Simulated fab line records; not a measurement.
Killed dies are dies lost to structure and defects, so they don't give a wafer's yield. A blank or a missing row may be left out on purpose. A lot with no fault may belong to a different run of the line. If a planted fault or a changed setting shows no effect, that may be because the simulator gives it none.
fab line records | flow n5Finfet | part 1 of 2: steps 1 to 4 of 6
[record] lots = 24 wafers = 72 lastDay = 20
route steps=1938 shown BEOL_M1@838 BEOL_M2@844
lots that met no fault: from a run of the same line without faults
startH: start of the lot's first displayed wafer, in hours after the record's first day | waitH: hours elapsed since this lot's preceding step | " identical to the entry in the row above | L1.1+2: a single row standing in for several wafers | - no value, or no start given | * or withheld: withheld | < > ~ a bound
route shown NAME@n: names a module that has steps shown in the file, with the first one's number in the route | usual: mean and standard deviation over wafers with no fault | same: alike in all rows | chamber/n: place in a boat | sites: per-site readings | _std_site: how widely they spread, as a standard deviation | _edge_site: the outer-site mean with the inner-site mean subtracted | radiusMm: for every site, how far away it sits from the centre of the wafer | mask NAME#n: copy n | behind: the most recent tool/chamber to have shaped the wafer | hold: cause of the lot's hold/its duration in hours/its outcome | device: transistor that didn't switch, given as n, p or np | end of line: the tests these same wafers got at the end of their route | a step with no rows: only its recipe | killed: not the wafer's yield, but the dies lost to structure and defects at the first sort | map: per-die view of a wafer (x killed, . not killed, _ where there is no die)
set.NAME: the setting as run; set.NAME@STEP: as run at that earlier step | model.NAME: the simulator's own value behind a step, which no gauge read
the route's steps for a sample of lots (tables are steps, rows are wafers)
services: when a tool's chamber went out of use (startH, in hours from the record's first day, below 0 if earlier), for how many hours, and the reason
[[steps]]
[step N5_BEOL_M1_DEP_57]
[recipe] material = SiCN targetThkA = 80 tempC = withheld precursor = 3MS/NH3 pressureTorr = 3 rfW = 202 timeS = 14
[usual] showerheadPlenumPTorr = 3.664/0.015 throttleValvePct = 9.0/0.53
// columns lot.wafer tool chamber startH waitH showerheadPlenumPTorr throttleValvePct
L074.2 pecvd-02 1 153.82 0.0 3.672 9.0
L074.3 " 0 " " 3.676 9.6
L074.4 " 1 " " 3.676 9.0
L076.3 pecvd-04 0 155.57 0.0 3.660 9.4
L076.4 " 1 " " 3.671 8.5
L076.5 " 0 " " 3.668 9.3
L078.1 pecvd-02 2 156.54 0.0 3.639 9.3
L078.3 " 1 " " 3.683 9.0
L078.5 " 1 " " 3.683 9.2
L075.1 pecvd-03 0 156.79 0.0 3.673 9.9
L075.4 " 0 " " 3.666 9.6
L075.5 " 1 " " 3.663 8.8
L077.3 pecvd-04 1 157.28 0.0 3.677 8.9
L077.4 " 0 " " 3.667 9.0
L077.5 " 1 " " 3.674 8.7
L079.3 pecvd-02 1 161.71 0.0 3.687 9.2
L079.4 " 1 " " 3.684 9.1
L079.6 " 2 " " 3.640 9.1
L080.2 pecvd-02 0 165.07 0.0 3.683 9.5
L080.4 " 0 " " 3.678 9.4
L080.6 " 2 " " 3.637 9.0
L081.2 pecvd-03 1 185.24 0.0 3.650 8.8
L081.3 " 2 " " 3.667 8.1
L081.5 " 2 " " 3.672 7.9
L082.1 pecvd-03 2 190.70 0.0 3.680 8.1
L082.4 " 2 " " 3.674 8.1
L082.6 " 0 " " 3.660 9.8
L083.1 pecvd-02 2 193.65 0.0 3.633 9.5
L083.2 " 1 " " 3.676 9.2
L083.6 " 1 " " 3.676 9.0
L084.2 pecvd-04 2 209.03 0.0 3.663 8.5
L084.4 " 2 " " 3.653 8.3
L084.5 " 1 " " 3.675 8.8
L086.2 pecvd-04 1 212.43 0.0 3.673 8.6
L086.3 " 2 " " 3.643 8.4
L086.4 " 2 " " 3.654 8.6
L085.1 pecvd-03 0 219.10 0.0 3.661 9.8
L085.3 " 1 " " 3.644 8.7
L085.6 " 1 " " 3.654 8.7
L087.3 pecvd-03 1 223.99 0.0 3.655 9.0
L087.4 " 0 " " 3.663 9.5
L087.5 " 2 " " 3.669 8.0
L088.3 pecvd-03 2 240.27 0.0 3.663 8.1
L088.5 " 0 " " 3.665 9.9
L088.6 " 1 " " 3.649 8.7
L089.1 pecvd-04 0 248.89 0.0 3.667 9.5
L089.3 " 2 " " 3.656 8.7
L089.4 " 0 " " 3.669 9.4
L090.1 pecvd-03 1 249.59 0.0 3.659 8.6
L090.2 " 2 " " 3.666 7.9
L090.6 " 2 " " 3.667 8.2
L091.3 pecvd-03 0 252.57 0.0 3.666 9.6
L091.4 " 0 " " 3.672 9.4
L091.5 " 1 " " 3.651 8.6
L092.1 pecvd-02 0 255.57 0.0 3.679 9.2
L092.3 " 1 " " 3.684 9.1
L092.6 " 1 " " 3.683 8.8
L093.3 pecvd-02 2 259.74 0.0 3.622 9.3
L093.5 " 0 " " 3.684 9.2
L093.6 " 2 " " 3.635 9.2
L094.2 pecvd-02 0 262.75 0.0 3.675 9.4
L094.3 " 2 " " 3.630 9.3
L094.6 " 2 " " 3.630 9.3
L095.1 pecvd-04 2 274.25 0.0 3.658 8.4
L095.2 " 1 " " 3.678 8.4
L095.3 " 0 " " 3.673 9.5
L096.1 pecvd-03 1 275.76 0.0 3.656 8.8
L096.2 " 2 " " 3.672 8.2
L096.4 " 1 " " 3.652 9.0
L097.3 pecvd-04 2 278.68 0.0 3.653 8.9
L097.5 " 2 " " 3.645 8.2
L097.6 " 1 " " 3.670 8.8
[step N5_BEOL_M2_HM_DEP_02]
[recipe] material = TiN targetThkA = 200 tempC = 25 chamberPressurePa = 0.49996
[usual] throttleValvePct = 29.7/0.84
// columns lot.wafer tool chamber startH waitH throttleValvePct
L074.2 pvdSputter-03 - 155.68 1.5 30.0
L074.3 " - " " 29.8
L074.4 " - " " 30.9
L076.3 pvdSputter-01 - 156.29 0.4 31.4
L076.4 " - " " 30.0
L076.5 " - " " 28.6
L078.1 pvdSputter-02 - 156.84 0.1 29.5
L078.3 " - " " 28.4
L078.5 " - " " 29.9
L075.1 pvdSputter-03 - 159.10 2.1 29.5
L075.4 " - " " 31.3
L075.5 " - " " 31.4
L077.3 pvdSputter-01 - 160.99 3.4 29.8
L077.4 " - " " 29.8
L077.5 " - " " 31.5
L079.3 pvdSputter-02 - 162.05 0.1 29.5
L079.4 " - " " 29.7
L079.6 " - " " 28.3
L080.2 pvdSputter-01 - 165.95 0.6 30.2
L080.4 " - " " 28.5
L080.6 " - " " 31.6
L081.2 pvdSputter-03 - 186.88 1.4 31.2
L081.3 " - " " 30.2
L081.5 " - " " 31.3
L082.1 pvdSputter-03 - 192.24 1.3 31.4
L082.4 " - " " 30.1
L082.6 " - " " 29.9
L083.1 pvdSputter-02 - 196.04 2.1 30.1
L083.2 " - " " 29.6
L083.6 " - " " 29.5
L084.2 pvdSputter-02 - 211.63 2.3 28.3
L084.4 " - " " 30.0
L084.5 " - " " 29.8
L086.2 pvdSputter-02 - 213.47 0.8 30.2
L086.3 " - " " 29.3
L086.4 " - " " 28.9
L085.1 pvdSputter-02 - 220.39 1.0 29.5
L085.3 " - " " 29.4
L085.6 " - " " 29.4
L087.3 pvdSputter-03 - 224.30 0.0 30.1
L087.4 " - " " 29.1
L087.5 " - " " 29.9
L088.3 pvdSputter-01 - 241.57 1.1 31.4
L088.5 " - " " 28.6
L088.6 " - " " 29.8
L089.1 pvdSputter-02 - 249.18 0.0 29.5
L089.3 " - " " 30.1
L089.4 " - " " 28.3
L090.1 pvdSputter-02 - 251.56 1.7 29.5
L090.2 " - " " 28.5
L090.6 " - " " 29.7
L091.3 pvdSputter-02 - 254.96 2.1 29.7
L091.4 " - " " 29.5
L091.5 " - " " 29.8
L092.1 pvdSputter-03 - 258.02 2.2 31.3
L092.3 " - " " 29.4
L092.6 " - " " 29.1
L093.3 pvdSputter-03 - 261.42 1.4 31.2
L093.5 " - " " 29.3
L093.6 " - " " 30.2
L094.2 pvdSputter-02 - 263.51 0.5 29.6
L094.3 " - " " 29.5
L094.6 " - " " 29.7
L095.1 pvdSputter-01 - 275.15 0.7 30.4
L095.2 " - " " 28.4
L095.3 " - " " 28.7
L096.1 pvdSputter-03 - 277.88 1.9 29.9
L096.2 " - " " 31.4
L096.4 " - " " 29.2
L097.3 pvdSputter-03 - 279.00 0.0 29.9
L097.5 " - " " 29.3
L097.6 " - " " 30.0
[step N5_BEOL_M2_ETCH_74]
[recipe] chemistry = N2/H2 target = underlayer targetDepthA = 65 maskMaterial = CAR-EUV timeS = 5.2 ionEnergyEv = 200 pressureMtorr = 30 sourceW = 840 biasW = 150 n2FlowSccm = 200 h2FlowSccm = 200 ends = cleared
[usual] drypumpMotorCurrentA = 5.8/0.52 etchRfOnTimeS = 5.18/0.15 oesProductAu = 0.63/0.075 rfVppV = 524/3 showerheadPlenumPTorr = 2.55/0.095 throttleValvePct = 17.9/0.33
// columns lot.wafer tool chamber startH waitH drypumpMotorCurrentA etchRfOnTimeS oesProductAu rfHoursCounterH rfVppV showerheadPlenumPTorr throttleValvePct
L074.2 rieDiel-06 0 156.36 0.0 5.9 5.26 0.63 179 527 2.64 18.1
L074.3 " 2 " " 6.2 5.32 0.58 212 526 2.63 18.0
L074.4 " 3 " " 6.8 5.30 0.59 213 530 2.63 17.9
L076.3 rieDiel-03 2 156.97 0.0 5.7 5.30 0.63 167 518 2.43 17.8
L076.4 " 1 " " 6.0 5.01 0.68 148 526 2.65 18.4
L076.5 " 1 " " 5.9 5.03 0.68 - 525 2.65 18.4
L078.1 rieDiel-06 1 157.50 0.0 5.2 5.01 0.61 189 526 2.63 17.8
L078.3 " 3 " " 6.8 5.27 0.61 214 529 2.62 17.9
L078.5 " 3 " " 6.8 5.28 0.60 - 527 2.62 17.9
L075.1 rieDiel-06 2 159.78 0.0 6.2 5.27 0.58 213 529 2.63 18.1
L075.4 " 3 " " 6.8 5.27 0.60 215 526 2.62 17.9
L075.5 " 0 " " 5.9 5.18 0.63 - 527 2.64 18.0
L077.3 rieDiel-03 3 161.76 0.0 6.1 5.29 0.57 224 516 2.41 17.7
L077.4 " 0 " " 4.8 5.25 0.57 249 523 2.50 17.8
L077.5 " 0 " " 4.9 5.30 0.58 - 523 2.50 17.8
L079.3 rieDiel-03 1 162.60 0.0 5.9 5.06 0.67 150 526 2.65 18.4
L079.4 " 0 " " 4.9 5.30 0.57 249 520 2.50 17.8
L079.6 " 0 " " 4.9 5.23 0.58 - 523 2.50 17.8
L080.2 rieDiel-03 2 166.63 0.0 5.6 5.28 0.63 171 519 2.43 17.8
L080.4 " 2 " " 5.7 5.26 0.61 - 521 2.43 17.8
L080.6 " 1 " " 5.9 4.93 0.68 - 528 2.65 18.4
L081.2 rieDiel-02 3 187.46 0.0 6.4 5.23 0.63 182 520 2.43 17.6
L081.3 " 0 " " 6.1 4.97 0.82 17 529 2.71 17.2
L081.5 " 1 " " 5.5 5.40 0.60 - 525 2.53 18.3
L082.1 rieDiel-02 2 192.93 0.0 5.2 5.18 0.58 245 521 2.48 17.9
L082.4 " 0 " " 6.1 4.99 0.82 19 529 2.71 17.2
L082.6 " 2 " " 5.2 5.23 0.58 - 522 2.48 17.9
L083.1 rieDiel-03 3 196.60 0.0 6.1 5.23 0.57 237 520 2.40 17.8
L083.2 " 2 " " 5.6 5.39 0.61 182 523 2.42 17.8
L083.6 " 0 " " 4.9 5.00 0.82 - 524 2.50 17.4
L084.2 rieDiel-02 2 212.76 0.0 5.2 5.13 0.59 252 523 2.48 17.9
L084.4 " 3 " " 6.3 5.09 0.62 - 519 2.43 17.7
L084.5 " 2 " " 5.2 5.13 0.58 - 524 2.48 17.9
L086.2 rieDiel-06 2 214.19 0.0 6.2 5.29 0.57 229 527 2.62 18.1
L086.3 " 0 " " 5.9 5.25 0.62 199 527 2.63 18.1
L086.4 " 1 " " 5.2 5.04 0.59 208 528 2.62 17.8
L085.1 rieDiel-03 2 221.09 0.0 5.6 5.39 0.60 192 520 2.42 17.9
L085.3 " 0 " " 4.8 5.02 0.79 13 522 2.50 17.5
L085.6 " 3 " " 6.1 5.30 0.57 - 520 2.40 17.8
L087.3 rieDiel-03 0 224.90 0.0 4.9 4.97 0.80 14 522 2.50 17.5
L087.4 " 3 " " 6.1 5.29 0.56 247 520 2.40 17.8
L087.5 " 1 " " 6.0 4.98 0.66 - 525 2.64 18.5
L088.3 rieDiel-03 0 242.12 0.0 4.9 4.98 0.79 20 523 2.50 17.4
L088.5 " 2 " " 5.6 5.42 0.60 - 520 2.42 17.9
L088.6 " 1 " " 5.9 4.98 0.66 - 526 2.64 18.5
L089.1 rieDiel-02 1 249.78 0.0 5.5 5.42 0.59 238 523 2.52 18.4
L089.3 " 0 " " 6.1 5.04 0.78 40 525 2.70 17.2
L089.4 " 3 " " 6.3 5.26 0.60 208 522 2.42 17.7
L090.1 rieDiel-06 0 252.23 0.0 5.9 5.18 0.61 211 525 2.62 18.1
L090.2 " 3 " " 6.8 5.26 0.58 244 524 2.61 17.9
L090.6 " 3 " " 6.8 5.31 0.58 - 526 2.61 17.9
L091.3 rieDiel-03 0 255.55 0.0 4.9 5.01 0.76 28 521 2.49 17.5
L091.4 " 2 " " 5.6 5.35 0.60 - 519 2.41 17.9
L091.5 " 1 " " 6.0 4.97 0.65 - 527 2.64 18.5
L092.1 rieDiel-03 2 258.69 0.0 5.7 5.27 0.60 205 519 2.41 17.9
L092.3 " 1 " " 5.9 4.96 0.66 191 528 2.64 18.5
L092.6 " 2 " " 5.6 5.26 0.60 - 521 2.41 17.9
L093.3 rieDiel-02 2 262.09 0.0 5.2 5.01 0.81 8 524 2.48 17.5
L093.5 " 0 " " 6.1 5.02 0.76 - 527 2.70 17.2
L093.6 " 1 " " 5.5 5.35 0.59 - 523 2.52 18.3
L094.2 rieDiel-06 0 264.07 0.0 5.9 5.23 0.60 215 526 2.62 18.1
L094.3 " 2 " " 6.2 5.34 0.57 244 526 2.62 18.1
L094.6 " 3 " " 6.8 5.37 0.58 - 527 2.61 17.9
L095.1 rieDiel-02 0 275.71 0.0 6.1 5.04 0.75 51 529 2.69 17.2
L095.2 " 2 " " 5.2 4.97 0.80 14 523 2.47 17.5
L095.3 " 1 " " 5.5 5.37 0.58 249 524 2.51 18.3
L096.1 rieDiel-06 0 278.43 0.0 5.9 5.23 0.60 221 528 2.62 18.1
L096.2 " 2 " " 6.1 5.27 0.57 250 526 2.61 18.1
L096.4 " 2 " " 6.1 5.27 0.57 - 525 2.61 18.1
L097.3 rieDiel-06 0 279.69 0.0 5.9 5.21 0.60 221 525 2.62 18.1
L097.5 " 0 " " 5.9 5.24 0.60 - 526 2.62 18.1
L097.6 " 1 " " 5.2 5.14 0.58 - 526 2.61 17.8
[step N5_BEOL_M2_ETCH_77]
[recipe] chemistry = N2/H2 target = underlayer targetDepthA = 65 maskMaterial = CAR-EUV timeS = 5.2 ionEnergyEv = 200 pressureMtorr = 30 sourceW = 840 biasW = 150 n2FlowSccm = 200 h2FlowSccm = 200 ends = cleared
[usual] drypumpMotorCurrentA = 5.9/0.49 etchRfOnTimeS = 5.19/0.13 oesProductAu = 0.64/0.082 rfVppV = 524.2/3 showerheadPlenumPTorr = 2.56/0.098 throttleValvePct = 17.9/0.35
// columns lot.wafer tool chamber startH waitH drypumpMotorCurrentA etchRfOnTimeS oesProductAu rfHoursCounterH rfVppV showerheadPlenumPTorr throttleValvePct
L074.2 rieDiel-06 3 157.74 0.0 6.8 5.26 0.60 214 524.6 2.62 17.9
L074.3 " 2 " " 6.2 5.23 0.60 213 526.2 2.63 18.1
L074.4 " 0 " " 5.9 5.14 0.64 180 525.7 2.64 18.0
L076.3 rieDiel-02 0 158.10 0.0 6.1 4.95 0.84 7 526.2 2.71 17.2
L076.4 " 1 " " 5.4 5.32 0.61 203 524.6 2.53 18.3
L076.5 " 0 " " 6.1 5.00 0.85 - 527.6 2.71 17.1
L078.1 rieDiel-03 2 158.55 0.0 5.6 5.33 0.62 168 520.7 2.43 17.8
L078.3 " 3 " " 6.1 5.26 0.58 223 521.4 2.41 17.7
L078.5 " 2 " " 5.6 5.37 0.62 - 519.4 2.43 17.8
L075.1 rieDiel-06 0 160.96 0.0 5.9 5.23 0.63 181 527.4 2.64 18.0
L075.4 " 2 " " 6.2 5.29 0.59 214 525.0 2.63 18.1
L075.5 " 2 " " 6.2 5.27 0.59 - 523.8 2.63 18.1
L077.3 rieDiel-02 1 163.20 0.0 5.5 5.32 0.62 205 522.9 2.53 18.3
L077.4 " 3 " " 6.4 5.15 0.63 174 519.6 2.44 17.6
L077.5 " 0 " " 6.1 5.01 0.84 - 527.8 2.71 17.2
L079.3 rieDiel-02 3 163.67 0.0 6.4 5.21 0.62 174 519.3 2.44 17.6
L079.4 " 2 " " 5.2 5.25 0.58 237 523.2 2.49 17.8
L079.6 " 1 " " 5.5 5.35 0.61 - 523.0 2.53 18.3
L080.2 rieDiel-03 2 167.50 0.0 5.6 5.30 0.62 171 521.8 2.43 17.8
L080.4 " 1 " " 5.9 4.92 0.68 - 528.0 2.65 18.4
L080.6 " 2 " " 5.6 5.27 0.62 - 517.6 2.43 17.8
L081.2 rieDiel-02 1 188.33 0.0 5.5 5.32 0.60 213 524.5 2.53 18.3
L081.3 " 0 " " 6.1 5.00 0.81 17 528.9 2.71 17.2
L081.5 " 1 " " 5.5 5.29 0.61 - 521.6 2.53 18.3
L082.1 rieDiel-06 3 193.81 0.0 6.8 5.25 0.60 226 526.0 2.62 17.9
L082.4 " 0 " " 5.9 5.24 0.62 192 526.0 2.63 18.1
L082.6 " 0 " " 5.9 5.21 0.62 - 525.8 2.63 18.1
L083.1 rieDiel-02 2 197.60 0.0 5.2 5.15 0.58 246 524.9 2.48 17.9
L083.2 " 3 " " 6.3 5.16 0.62 185 519.6 2.43 17.7
L083.6 " 3 " " 6.3 5.15 0.62 - 520.6 2.43 17.7
L084.2 rieDiel-02 3 213.67 0.0 6.4 5.22 0.61 191 519.8 2.43 17.7
L084.4 " 1 " " 5.4 5.27 0.60 - 523.0 2.52 18.3
L084.5 " 2 " " 5.2 5.11 0.58 - 521.9 2.48 17.9
L086.2 rieDiel-02 2 215.07 0.0 5.2 5.24 0.57 253 523.5 2.48 17.9
L086.3 " 0 " " 6.0 5.11 0.78 25 528.3 2.71 17.2
L086.4 " 1 " " 5.5 5.34 0.60 223 524.2 2.52 18.3
L085.1 rieDiel-02 1 222.10 0.0 5.5 5.32 0.59 227 523.0 2.52 18.3
L085.3 " 0 " " 6.1 4.96 0.78 29 529.3 2.70 17.2
L085.6 " 1 " " 5.5 5.37 0.61 - 523.6 2.52 18.3
L087.3 rieDiel-02 1 226.80 0.0 5.5 5.33 0.59 229 521.9 2.52 18.3
L087.4 " 1 " " 5.5 5.26 0.61 - 524.1 2.52 18.4
L087.5 " 0 " " 6.1 5.06 0.78 - 528.0 2.70 17.2
L088.3 rieDiel-03 2 243.00 0.0 5.6 5.38 0.60 196 519.7 2.42 17.9
L088.5 " 2 " " 5.6 5.33 0.59 - 522.2 2.41 17.9
L088.6 " 3 " " 6.1 5.24 0.56 - 520.3 2.39 17.8
L089.1 rieDiel-06 2 251.41 0.0 6.2 5.29 0.57 240 525.2 2.62 18.1
L089.3 " 3 " " 6.8 5.28 0.58 244 525.0 2.61 17.9
L089.4 " 1 " " 5.2 5.12 0.59 219 527.7 2.61 17.8
L090.1 rieDiel-02 2 253.35 0.0 5.1 5.00 0.83 5 522.0 2.48 17.5
L090.2 " 3 " " 6.4 5.21 0.61 209 521.4 2.42 17.7
L090.6 " 0 " " 6.1 5.03 0.76 - 528.2 2.70 17.2
L091.3 rieDiel-06 1 256.58 0.0 5.2 5.18 0.59 220 526.7 2.61 17.8
L091.4 " 2 " " 6.2 5.36 0.57 242 525.8 2.62 18.1
L091.5 " 3 " " 6.8 5.30 0.58 - 524.9 2.61 17.9
L092.1 rieDiel-06 3 259.57 0.0 6.8 5.33 0.58 246 525.9 2.61 17.9
L092.3 " 2 " " 6.2 5.38 0.57 242 526.4 2.62 18.1
L092.6 " 0 " " 5.9 5.28 0.61 - 526.1 2.62 18.1
L093.3 rieDiel-06 3 263.10 0.0 6.8 5.34 0.57 248 523.2 2.61 18.0
L093.5 " 3 " " 6.8 5.39 0.58 - 527.4 2.61 18.0
L093.6 " 2 " " 6.2 5.33 0.56 - 527.3 2.62 18.1
L094.2 rieDiel-02 3 265.43 0.0 6.3 5.17 0.60 214 519.0 2.42 17.7
L094.3 " 2 " " 5.2 4.97 0.82 10 523.8 2.48 17.5
L094.6 " 3 " " 6.3 5.19 0.59 - 519.8 2.42 17.7
L095.1 rieDiel-03 1 276.59 0.0 5.9 5.02 0.64 198 527.5 2.63 18.5
L095.2 " 3 " " 6.1 5.20 0.87 2 530.0 2.71 17.4
L095.3 " 0 " " 4.9 5.07 0.73 36 523.2 2.49 17.5
L096.1 rieDiel-03 1 279.49 0.0 5.9 5.00 0.64 200 524.1 2.63 18.5
L096.2 " 2 " " 5.6 5.37 0.60 214 520.8 2.41 17.9
L096.4 " 3 " " 6.1 5.23 0.85 3 528.6 2.71 17.4
L097.3 rieDiel-06 1 280.69 0.0 5.2 5.18 0.58 230 526.0 2.61 17.8
L097.5 " 1 " " 5.2 5.16 0.57 - 526.0 2.61 17.8
L097.6 " 2 " " 6.1 5.33 0.56 - 525.6 2.61 18.1
